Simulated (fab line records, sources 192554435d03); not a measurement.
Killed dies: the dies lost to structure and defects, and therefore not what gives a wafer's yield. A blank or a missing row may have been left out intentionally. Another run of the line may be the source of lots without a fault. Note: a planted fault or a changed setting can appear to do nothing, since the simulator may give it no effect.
Which of the tools did it? :: flow n5_finfet :: at 1 step of a route of 1938, 6 lots with 18 wafers sampled

WHAT EACH GAUGE READ, for each wafer
N5_BEOL_M12_THK_MEAS_01.
lot: L928
measured: day 13 21:53
on: film_metro-02
M12_ILD_THK (nm): 654 674 670

lot: L931
measured: day 14 02:42
on: film_metro-02
M12_ILD_THK (nm): 670 667 675

lot: L932
measured: day 15 00:18
on: film_metro-01
M12_ILD_THK (nm): 644 668 675

lot: L934
measured: day 15 06:59
on: film_metro-01
M12_ILD_THK (nm): 653 663 668

lot: L945
measured: day 17 20:37
on: film_metro-02
M12_ILD_THK (nm): 669 664 665

lot: L947
measured: day 19 01:49
on: film_metro-02
M12_ILD_THK (nm): 661 653 665

TOOL THAT RAN EACH LOT (tool first, then ch and the chambers of the sampled wafers, then the start)
The record holds no process step before these readings.

THE ANSWER, worked out from the rows above alone
Rule: the usual values come from the lots themselves. Put in order of their means at a reading, lots are off if they are a third of the lots or fewer, leave a main group of 4 or more, and stand apart from it by a gap of 3 or more times the standard deviation of the main group's means; of several such gaps the widest counts. A main group whose means are all the same, to the digits that the tables above print for the reading, isn't used. A lot without any number at a reading at which 4 lots or more have one is off too. The other lots that the step has rows for count as sound.
No lot is off at any reading shown: from this, nothing can be told.

WHAT WAS PUT IN BY THE SIMULATOR
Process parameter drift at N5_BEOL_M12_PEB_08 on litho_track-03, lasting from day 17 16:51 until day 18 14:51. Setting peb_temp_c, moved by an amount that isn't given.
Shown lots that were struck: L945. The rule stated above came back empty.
